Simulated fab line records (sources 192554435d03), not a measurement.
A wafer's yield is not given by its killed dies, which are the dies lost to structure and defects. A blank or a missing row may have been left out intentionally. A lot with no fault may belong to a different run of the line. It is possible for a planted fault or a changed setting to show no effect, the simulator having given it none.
fab line records	flow n5_finfet	part 1 of 2: steps 1 to 21 of 31
record lots=5	wafers=15	last_day=17
route steps=1938 shown HKMG_FIN@386
lots with no fault: from the same line, run without faults
start_h: hours from the record's first day to the start of the lot's first wafer shown	wait_h: hours from the lot's prior step to this one	" the same as in the row above	L1.1+2: one row covering several wafers at once	- no value, or no start given	* or withheld: withheld	< > ~ a bound
route shown NAME@n: NAME is a module with steps in the file, n the number in the route of the first one	usual: the fault-free wafers' mean and standard deviation	same: alike in all rows	chamber/n: place in a boat	sites: readings site by site	_std_site: the values' standard deviation	_edge_site: mean of outer sites minus mean of inner sites	radius_mm: for every site, how far away it sits from the centre of the wafer	mask NAME#n: copy n	behind: the most recent tool/chamber to have shaped the wafer	hold: why the lot was held/for how many hours/how that ended	device: names the non-switching transistor (n, p or np)	end of line: tests of these same wafers at the route's end	where a step has no rows: the recipe by itself	killed: dies lost to structure and defects at the first sort, not the wafer's yield	map: a wafer's dies, marking killed ones x, the rest . and places with no die _
set.NAME: the setting as run; set.NAME@STEP: as run at that earlier step	model.NAME: the simulator's own value behind a step, which no gauge read
lots seen at some steps along the route; tables by step, rows by wafer
services: when a tool's chamber went out of use (start_h, in hours from the record's first day, below 0 if earlier), for how many hours, and the reason
## steps
# step N5_HKMG_FIN_HK_ALD_01
# recipe material=HfO2	target_thk_a=16	temp_c=withheld	ald_precursor_family=HfCl4	ald_co_reactant=H2O	pulse_time_s=3	purge_time_s=3	co_reactant_purge_time_s=2.5	co_reactant_pulse_time_s=0.3	ald_cycles=30
# usual precursor_pulse_height_rel=1.001/0.019
# same ald_cycles=30
lot.wafer	tool	chamber	start_h	wait_h	precursor_pulse_height_rel
L085.1	ald_hk-01	2	137.51	0.0	0.969
L085.4	"	0	"	"	1.008
L085.6	"	2	"	"	1.002
L089.1	ald_hk-02	1	166.33	0.0	1.001
L089.2	"	2	"	"	1.013
L089.3	"	0	"	"	0.973
L091.2	ald_hk-01	0	175.61	0.0	0.979
L091.4	"	1	"	"	1.028
L091.6	"	1	"	"	0.984
L092.3	ald_hk-03	0	184.46	0.0	1.015
L092.4	"	3	"	"	1.018
L092.5	"	3	"	"	0.990
L094.2	ald_hk-02	3	196.71	0.0	1.009
L094.3	"	0	"	"	0.967
L094.4	"	1	"	"	0.994
# step N5_HKMG_FIN_HK_ANNEAL_02
# recipe temp_c=700	time_s=30	ambient=N2	idle_temp_c=600	ramp_up_c_per_s=150	ramp_down_c_per_s=60	cool_to_c=600
# usual lamp_power_pct=8.81/0.053	lamp_zone_1_pct=8.795/0.0095	lamp_zone_6_pct=8.724/0.011	wafer_temp_C_max=702.9/0.65
lot.wafer	tool	chamber	start_h	wait_h	lamp_power_pct	lamp_zone_1_pct	lamp_zone_6_pct	wafer_temp_C_max
L085.1	rtp_anneal-01	0	137.70	0.1	8.77	8.802	8.741	703.3
L085.4	"	0	"	"	8.73	8.803	8.717	702.5
L085.6	"	0	"	"	8.73	8.803	8.729	703.6
L089.1	rtp_anneal-02	0	166.53	0.1	8.76	8.800	8.722	702.8
L089.2	"	0	"	"	8.87	8.782	8.741	702.5
L089.3	"	0	"	"	8.85	8.802	8.742	703.0
L091.2	rtp_anneal-01	0	175.94	0.2	8.84	8.802	8.721	702.8
L091.4	"	0	"	"	8.79	8.795	8.715	702.0
L091.6	"	0	"	"	8.75	8.794	8.725	702.8
L092.3	rtp_anneal-01	0	184.91	0.4	8.85	8.787	8.732	703.1
L092.4	"	0	"	"	8.86	8.793	8.728	702.2
L092.5	"	0	"	"	8.79	8.808	8.709	701.5
L094.2	rtp_anneal-01	0	197.13	0.3	8.74	8.789	8.749	702.8
L094.3	"	0	"	"	8.81	8.785	8.722	703.0
L094.4	"	0	"	"	8.75	8.798	8.732	702.6
# step N5_HKMG_FIN_ALD_74
# recipe material=La2O3	target_thk_a=5	temp_c=250	ald_precursor_family=La-Cp	ald_co_reactant=O3	pulse_time_s=6	co_reactant_pulse_time_s=1	purge_time_s=3	co_reactant_purge_time_s=3
# usual heater_power_w=356/23	precursor_pulse_height_rel=0.998/0.019	susceptor_temp_C=249.99/0.17
lot.wafer	tool	chamber	start_h	wait_h	heater_power_w	precursor_pulse_height_rel	susceptor_temp_C
L085.1	ald_hk-03	0	137.91	0.2	365	0.990	249.83
L085.4	"	3	"	"	380	1.029	250.08
L085.6	"	3	"	"	362	1.008	249.61
L089.1	ald_hk-03	3	166.76	0.2	371	1.002	250.08
L089.2	"	2	"	"	356	0.978	250.25
L089.3	"	1	"	"	359	1.007	249.92
L091.2	ald_hk-02	2	176.12	0.2	351	0.986	249.97
L091.4	"	3	"	"	314	0.995	249.92
L091.6	"	2	"	"	345	0.997	250.04
L092.3	ald_hk-02	1	185.06	0.1	359	1.009	249.75
L092.4	"	2	"	"	343	0.992	250.17
L092.5	"	3	"	"	318	0.995	250.16
L094.2	ald_hk-01	1	197.32	0.2	370	1.011	250.11
L094.3	"	0	"	"	326	0.952	250.09
L094.4	"	2	"	"	395	1.003	250.06
# step N5_HKMG_FIN_ALD_75
# recipe material=Al2O3	target_thk_a=10	temp_c=150	ald_precursor_family=TMA	ald_co_reactant=H2O	pulse_time_s=withheld	co_reactant_pulse_time_s=1
# usual heater_power_w=154/10	precursor_pulse_height_rel=1.000/0.02	susceptor_temp_C=149.99/0.13
lot.wafer	tool	chamber	start_h	wait_h	heater_power_w	precursor_pulse_height_rel	susceptor_temp_C
L085.1	ald_hk-03	0	137.99	0.0	164	0.981	150.13
L085.4	"	3	"	"	157	0.999	149.64
L085.6	"	3	"	"	166	1.006	149.85
L089.1	ald_hk-03	3	166.83	0.0	160	1.004	150.12
L089.2	"	2	"	"	153	0.995	149.87
L089.3	"	1	"	"	155	1.037	149.84
L091.2	ald_hk-02	2	176.28	0.1	152	1.011	150.10
L091.4	"	3	"	"	137	0.992	149.86
L091.6	"	2	"	"	154	1.004	150.17
L092.3	ald_hk-02	1	185.22	0.1	156	1.022	150.03
L092.4	"	2	"	"	149	1.005	150.01
L092.5	"	3	"	"	137	0.993	149.96
L094.2	ald_hk-01	1	197.39	0.0	155	0.979	149.95
L094.3	"	0	"	"	138	0.995	149.77
L094.4	"	2	"	"	165	0.966	150.10
# step N5_HKMG_FIN_COAT_41
# recipe resist=SOC	temp_c=250	time_s=60	spin_rpm=1500	resist_thk_nm=300
lot.wafer	tool	chamber	start_h	wait_h
L085.1+4+6	litho_track-01	0	138.09	-
L089.1+2+3	litho_track-02	0	166.93	-
L091.2+4+6	litho_track-01	0	176.45	-
L092.3+4+5	litho_track-01	0	185.32	-
L094.2+3+4	litho_track-05	0	197.49	-
# step N5_HKMG_FIN_COAT_42
# recipe resist=SiARC	temp_c=220	time_s=60	spin_rpm=1500	resist_thk_nm=35
lot.wafer	tool	chamber	start_h	wait_h
L085.1+4+6	litho_track-01	0	-	-
L089.1+2+3	litho_track-02	0	-	-
L091.2+4+6	litho_track-01	0	-	-
L092.3+4+5	litho_track-01	0	-	-
L094.2+3+4	litho_track-05	0	-	-
# step N5_HKMG_FIN_COAT_43
# recipe resist=CAR-ArF	spin_rpm=1500	resist_thk_nm=90
lot.wafer	tool	chamber	start_h	wait_h
L085.1+4+6	litho_track-01	0	-	-
L089.1+2+3	litho_track-02	0	-	-
L091.2+4+6	litho_track-01	0	-	-
L092.3+4+5	litho_track-01	0	-	-
L094.2+3+4	litho_track-05	0	-	-
# step N5_HKMG_FIN_EBR_45
# recipe solvent=PGMEA	ebr_width_mm=1.5
lot.wafer	tool	chamber	start_h	wait_h
L085.1+4+6	litho_track-01	0	-	-
L089.1+2+3	litho_track-02	0	-	-
L091.2+4+6	litho_track-01	0	-	-
L092.3+4+5	litho_track-01	0	-	-
L094.2+3+4	litho_track-05	0	-	-
# step N5_HKMG_FIN_SOFTBAKE_44
# recipe temp_c=110	time_s=60	resist=CAR-ArF
lot.wafer	tool	chamber	start_h	wait_h
L085.1+4+6	litho_track-01	0	-	-
L089.1+2+3	litho_track-02	0	-	-
L091.2+4+6	litho_track-01	0	-	-
L092.3+4+5	litho_track-01	0	-	-
L094.2+3+4	litho_track-05	0	-	-
# step N5_HKMG_FIN_EXPOSE_46
# recipe mask_id=NDIPOLE	na=1.35	source_shape=conventional	sigma_outer=0.8	polarization=unpolarized	dose_mj=40
# usual focus_offset_nm=0.0/0.48	reticle_temp_C=23.02/0.1
# same sigma_outer=0.8
lot.wafer	tool	chamber	start_h	wait_h	mask	focus_offset_nm	reticle_temp_C
L085.1	arfi_scanner-03	0	138.20	-	NDIPOLE#0	0.2	23.01
L085.4	"	0	"	"	NDIPOLE#0	0.3	22.96
L085.6	"	0	"	"	NDIPOLE#0	-0.6	22.75
L089.1	arfi_scanner-01	0	167.05	-	NDIPOLE#0	-0.4	23.06
L089.2	"	0	"	"	NDIPOLE#0	-0.4	23.13
L089.3	"	0	"	"	NDIPOLE#0	-0.4	23.01
L091.2	arfi_scanner-03	0	176.70	-	NDIPOLE#0	-0.4	22.93
L091.4	"	0	"	"	NDIPOLE#0	0.6	23.00
L091.6	"	0	"	"	NDIPOLE#0	0.1	22.99
L092.3	arfi_scanner-01	0	185.57	-	NDIPOLE#0	-0.2	23.16
L092.4	"	0	"	"	NDIPOLE#0	0.3	22.97
L092.5	"	0	"	"	NDIPOLE#0	-0.4	23.11
L094.2	arfi_scanner-03	0	197.74	-	NDIPOLE#0	0.3	23.02
L094.3	"	0	"	"	NDIPOLE#0	-0.1	23.08
L094.4	"	0	"	"	NDIPOLE#0	-0.4	22.97
# step N5_HKMG_FIN_PEB_47
# recipe peb_temp_c=withheld	peb_time_s=60	resist=CAR-ArF
lot.wafer	tool	chamber	start_h	wait_h
L085.1+4+6	litho_track-01	0	138.26	0.1
L089.1+2+3	litho_track-01	0	167.11	0.1
L091.2+4+6	litho_track-05	0	176.75	0.0
L092.3+4+5	litho_track-05	0	185.62	0.0
L094.2+3+4	litho_track-01	0	197.79	0.0
# step N5_HKMG_FIN_DEVELOP_48
# recipe develop_time_s=30	developer=TMAH	resist=CAR-ArF	rinse_liquid=diw	dry=air_spin	dev_temp_c=23
# usual developer_temp_C=22.99/0.1
lot.wafer	tool	chamber	start_h	wait_h	developer_temp_C
L085.1	litho_track-01	0	-	-	22.87
L085.4	"	0	"	"	22.93
L085.6	"	0	"	"	22.99
L089.1	litho_track-01	0	-	-	22.78
L089.2	"	0	"	"	22.98
L089.3	"	0	"	"	22.93
L091.2	litho_track-05	0	-	-	23.06
L091.4	"	0	"	"	23.09
L091.6	"	0	"	"	22.93
L092.3	litho_track-05	0	-	-	22.87
L092.4	"	0	"	"	23.13
L092.5	"	0	"	"	22.92
L094.2	litho_track-01	0	-	-	23.06
L094.3	"	0	"	"	23.09
L094.4	"	0	"	"	23.17
# step N5_HKMG_FIN_CD_MEAS_49
# recipe target_cd_nm=202	landing_energy_ev=500	detector=se_inlens	polarity=opening
# usual cd_nm=202.2/0.66
lot.wafer	tool	chamber	start_h	wait_h	cd_nm
L085.1	cd_sem-02	0	138.33	-	201.3
L085.4	"	0	"	"	201.7
L085.6	"	0	"	"	202.2
L089.1	cd_sem-03	0	167.17	-	203.1
L089.2	"	0	"	"	203.2
L089.3	"	0	"	"	203.0
L091.2	cd_sem-03	0	176.82	-	202.3
L091.4	"	0	"	"	203.2
L091.6	"	0	"	"	203.1
L092.3	cd_sem-01	0	185.68	-	203.5
L092.4	"	0	"	"	203.6
L092.5	"	0	"	"	203.3
L094.2	cd_sem-01	0	197.86	-	201.0
L094.3	"	0	"	"	202.5
L094.4	"	0	"	"	201.9
# step N5_HKMG_FIN_OVL_MEAS_50
# recipe points_per_wafer=44
# usual NDIPOLE_OVL=0.2/0.82
lot.wafer	tool	chamber	start_h	wait_h	NDIPOLE_OVL[nm]
L085.1	overlay-01	0	138.36	0.0	-0.1
L085.4	"	0	"	"	0.1
L085.6	"	0	"	"	-0.1
L089.1	overlay-02	0	167.20	0.0	-0.1
L089.2	"	0	"	"	-0.7
L089.3	"	0	"	"	0.0
L091.2	overlay-02	0	176.85	0.0	-0.5
L091.4	"	0	"	"	0.0
L091.6	"	0	"	"	0.0
L092.3	overlay-02	0	185.71	0.0	-0.1
L092.4	"	0	"	"	-0.8
L092.5	"	0	"	"	-0.7
L094.2	overlay-02	0	197.89	0.0	1.1
L094.3	"	0	"	"	1.3
L094.4	"	0	"	"	0.9
# step N5_HKMG_FIN_INSPECT_61
# recipe mode=adi	inspect_instrument=macro
# usual raw_defect_count=2.1/1.5
lot.wafer	tool	chamber	start_h	wait_h	raw_defect_count
L085.1	defect_inspect-02	-	138.38	0.0	0
L085.4	"	-	"	"	2
L085.6	"	-	"	"	4
L089.1	defect_inspect-02	-	167.23	0.0	1
L089.2	"	-	"	"	3
L089.3	"	-	"	"	1
L091.2	defect_inspect-01	-	176.87	0.0	1
L091.4	"	-	"	"	3
L091.6	"	-	"	"	0
L092.3	defect_inspect-02	-	185.74	0.0	2
L092.4	"	-	"	"	3
L092.5	"	-	"	"	1
L094.2	defect_inspect-01	-	197.91	0.0	0
L094.3	"	-	"	"	4
L094.4	"	-	"	"	1
# step N5_HKMG_FIN_DESCUM_53
# recipe chemistry=O2	time_s=7.9	source_power_w=50	bias_power_w=20	pressure_mtorr=20	rf_frequency_hz=2.712e+07	temp_c=40	resist=CAR-ArF	o2_flow_sccm=225
# usual drypump_motor_current_A=5.9/0.42	oes_product_au=0.74/0.069	rf_vpp_V=243.1/1.4	showerhead_plenum_p_Torr=2.09/0.08	throttle_valve_pct=20.43/0.22
lot.wafer	tool	chamber	start_h	wait_h	drypump_motor_current_A	oes_product_au	rf_hours_counter_h	rf_vpp_V	showerhead_plenum_p_Torr	throttle_valve_pct
L085.1	rie_diel-02	3	139.29	0.9	6.0	0.87	34	243.5	2.03	20.37
L085.4	"	2	"	"	5.8	0.69	234	243.3	2.07	20.74
L085.6	"	3	"	"	6.0	0.86	-	241.6	2.03	20.38
L089.1	rie_diel-02	3	167.26	0.0	6.0	0.85	43	241.1	2.03	20.40
L089.2	"	1	"	"	5.4	0.73	179	243.8	2.17	20.24
L089.3	"	0	"	"	6.3	0.75	142	240.3	1.91	20.40
L091.2	rie_diel-02	1	176.90	0.0	5.4	0.73	181	243.9	2.17	20.24
L091.4	"	3	"	"	6.0	0.85	46	241.8	2.03	20.40
L091.6	"	0	"	"	6.3	0.75	-	240.3	1.91	20.41
L092.3	rie_diel-03	2	186.22	0.5	5.5	0.67	244	242.0	2.04	20.35
L092.4	"	1	"	"	6.3	0.77	122	244.1	2.10	20.44
L092.5	"	0	"	"	6.3	0.65	-	242.2	2.07	20.63
L094.2	rie_diel-05	3	197.95	0.0	6.5	0.70	211	243.4	2.16	20.66
L094.3	"	0	"	"	5.8	0.70	228	244.0	2.17	20.49
L094.4	"	2	"	"	5.5	0.92	-	242.4	2.04	20.03
# step N5_HKMG_FIN_ETCH_54
# recipe chemistry=CF4	target=SiARC	target_depth_a=455	mask_material=CAR-ArF	time_s=75.8	ion_energy_ev=80	pressure_mtorr=40	source_w=545	bias_w=36	Ar_flow_sccm=100	cf4_flow_sccm=100	ends=cleared
# usual drypump_motor_current_A=5.9/0.43	etch_rf_on_time_s=75.3/1.7	oes_product_au=0.64/0.054	rf_vpp_V=184.1/1.1	showerhead_plenum_p_Torr=2.14/0.071	throttle_valve_pct=15.64/0.18
lot.wafer	tool	chamber	start_h	wait_h	drypump_motor_current_A	etch_rf_on_time_s	oes_product_au	rf_hours_counter_h	rf_vpp_V	showerhead_plenum_p_Torr	throttle_valve_pct
L085.1	rie_diel-02	3	139.32	0.0	6.0	74.6	0.75	34	182.3	2.08	15.53
L085.4	"	2	"	"	5.8	77.4	0.59	234	183.4	2.11	15.91
L085.6	"	3	"	"	6.0	74.6	0.74	-	184.4	2.08	15.53
L089.1	rie_diel-02	3	167.30	0.0	5.9	74.6	0.73	43	184.6	2.08	15.56
L089.2	"	1	"	"	5.4	78.4	0.62	179	184.5	2.22	15.50
L089.3	"	0	"	"	6.3	74.6	0.65	142	181.4	1.97	15.66
L091.2	rie_diel-02	1	176.94	0.0	5.4	77.5	0.62	181	184.0	2.22	15.49
L091.4	"	3	"	"	5.9	74.2	0.74	46	184.7	2.08	15.56
L091.6	"	0	"	"	6.4	74.7	0.65	-	181.6	1.97	15.68
L092.3	rie_diel-03	2	186.25	0.0	5.4	72.8	0.58	244	183.6	2.11	15.71
L092.4	"	1	"	"	6.3	76.0	0.66	122	184.0	2.15	15.59
L092.5	"	0	"	"	6.3	76.7	0.57	-	182.9	2.11	15.85
L094.2	rie_diel-05	3	197.98	0.0	6.5	74.3	0.60	211	184.8	2.20	15.87
L094.3	"	0	"	"	5.8	74.3	0.61	228	184.6	2.20	15.57
L094.4	"	2	"	"	5.5	75.8	0.77	-	182.2	2.10	15.25
# step N5_HKMG_FIN_ETCH_55
# recipe chemistry=N2/H2	target=SOC	target_depth_a=2400	temp_c=40	time_s=300	ion_energy_ev=200	mask_material=SiARC	pressure_mtorr=30	source_w=840	bias_w=150	n2_flow_sccm=200	h2_flow_sccm=200
# usual drypump_motor_current_A=5.9/0.42	oes_product_au=0.75/0.065	rf_vpp_V=523.9/2.7	showerhead_plenum_p_Torr=2.54/0.09	throttle_valve_pct=17.86/0.19
lot.wafer	tool	chamber	start_h	wait_h	drypump_motor_current_A	oes_product_au	rf_hours_counter_h	rf_vpp_V	showerhead_plenum_p_Torr	throttle_valve_pct
L085.1	rie_diel-02	3	139.38	0.0	6.0	0.87	35	521.8	2.47	17.74
L085.4	"	2	"	"	5.8	0.70	234	522.1	2.49	18.07
L085.6	"	3	"	"	6.0	0.87	-	523.1	2.47	17.74
L089.1	rie_diel-02	3	167.35	0.0	6.0	0.85	43	521.9	2.47	17.77
L089.2	"	1	"	"	5.4	0.72	179	526.8	2.65	17.82
L089.3	"	0	"	"	6.3	0.77	142	516.7	2.34	17.91
L091.2	rie_diel-02	1	176.99	0.0	5.4	0.72	181	526.6	2.65	17.83
L091.4	"	3	"	"	6.0	0.85	46	523.9	2.46	17.77
L091.6	"	0	"	"	6.3	0.76	-	518.7	2.34	17.94
L092.3	rie_diel-03	2	186.31	0.0	5.4	0.69	244	521.6	2.49	17.86
L092.4	"	1	"	"	6.3	0.76	122	524.4	2.54	17.75
L092.5	"	0	"	"	6.3	0.67	-	523.2	2.50	17.97
L094.2	rie_diel-05	3	198.04	0.0	6.5	0.71	211	525.9	2.64	18.28
L094.3	"	0	"	"	5.8	0.70	228	525.6	2.61	17.77
L094.4	"	2	"	"	5.5	0.90	-	521.4	2.48	17.42
# step N5_HKMG_FIN_STRIP_56
# recipe chemistry=N2/H2	temp_c=40	n2_flow_sccm=200	h2_flow_sccm=200	rf_frequency_hz=6e+07
lot.wafer	tool	chamber	start_h	wait_h
L085.1+4+6	rie_diel-02	3,2,3	139.56	0.1
L089.1+2+3	rie_diel-02	3,1,0	167.53	0.1
L091.2+4+6	rie_diel-02	1,3,0	177.18	0.1
L092.3+4+5	rie_diel-03	2,1,0	186.49	0.1
L094.2+3+4	rie_diel-05	3,0,2	198.22	0.1
# step N5_HKMG_FIN_STRIP_57
# recipe chemistry=CF4	resist=SiARC	power_w=300	bias_power_w=75	pressure_mtorr=50	cf4_flow_sccm=150	rf_frequency_hz=6e+07
# usual drypump_motor_current_A=5.9/0.43	oes_product_au=0.74/0.063	rf_vpp_V=271.1/1.6	showerhead_plenum_p_Torr=1.79/0.058	throttle_valve_pct=13.62/0.19
lot.wafer	tool	chamber	start_h	wait_h	drypump_motor_current_A	oes_product_au	rf_hours_counter_h	rf_vpp_V	showerhead_plenum_p_Torr	throttle_valve_pct
L085.1	rie_diel-02	3	139.57	0.0	5.9	0.86	35	270.1	1.75	13.51
L085.4	"	2	"	"	5.7	0.69	234	271.0	1.78	13.91
L085.6	"	3	"	"	5.9	0.85	-	271.1	1.75	13.50
L089.1	rie_diel-02	3	167.54	0.0	6.0	0.84	43	270.2	1.74	13.51
L089.2	"	1	"	"	5.4	0.73	179	272.9	1.85	13.46
L089.3	"	0	"	"	6.4	0.76	142	268.6	1.64	13.63
L091.2	rie_diel-02	1	177.19	0.0	5.4	0.73	181	272.7	1.85	13.45
L091.4	"	3	"	"	5.9	0.84	46	268.8	1.74	13.51
L091.6	"	0	"	"	6.3	0.75	-	266.5	1.64	13.61
L092.3	rie_diel-03	2	186.50	0.0	5.5	0.66	244	270.9	1.77	13.72
L092.4	"	1	"	"	6.3	0.77	122	271.9	1.79	13.53
L092.5	"	0	"	"	6.3	0.66	-	269.4	1.78	13.89
L094.2	rie_diel-05	3	198.23	0.0	6.5	0.69	211	270.9	1.83	13.86
L094.3	"	0	"	"	5.7	0.70	228	272.1	1.84	13.58
L094.4	"	2	"	"	5.5	0.89	-	271.0	1.76	13.18
# step N5_HKMG_FIN_ETCH_58
# recipe chemistry=N2/H2	target=SOC	target_depth_a=2158	ion_energy_ev=50	bias_w=13	time_s=741	pressure_mtorr=30	source_w=875	n2_flow_sccm=200	h2_flow_sccm=200
# usual drypump_motor_current_A=5.9/0.43	oes_product_au=0.75/0.065	rf_vpp_V=99.2/0.93	showerhead_plenum_p_Torr=2.54/0.09	throttle_valve_pct=17.81/0.19
lot.wafer	tool	chamber	start_h	wait_h	drypump_motor_current_A	oes_product_au	rf_hours_counter_h	rf_vpp_V	showerhead_plenum_p_Torr	throttle_valve_pct
L085.1	rie_diel-02	3	139.59	0.0	6.0	0.87	35	99.7	2.47	17.70
L085.4	"	2	"	"	5.7	0.69	234	98.9	2.49	18.04
L085.6	"	3	"	"	6.0	0.88	-	98.3	2.47	17.71
L089.1	rie_diel-02	3	167.56	0.0	6.0	0.86	43	98.5	2.47	17.73
L089.2	"	1	"	"	5.4	0.73	179	100.1	2.65	17.78
L089.3	"	0	"	"	6.3	0.77	142	99.0	2.34	17.87
L091.2	rie_diel-02	1	177.21	0.0	5.4	0.72	181	100.1	2.65	17.76
L091.4	"	3	"	"	6.0	0.85	46	99.7	2.46	17.71
L091.6	"	0	"	"	6.4	0.76	-	98.1	2.34	17.89
L092.3	rie_diel-03	2	186.52	0.0	5.5	0.68	244	99.0	2.49	17.82
L092.4	"	1	"	"	6.4	0.76	122	99.5	2.54	17.70
L092.5	"	0	"	"	6.3	0.67	-	98.3	2.50	17.93
L094.2	rie_diel-05	3	198.25	0.0	6.5	0.70	211	100.6	2.64	18.21
L094.3	"	0	"	"	5.8	0.70	228	100.5	2.61	17.70
L094.4	"	2	"	"	5.5	0.90	-	98.6	2.48	17.37
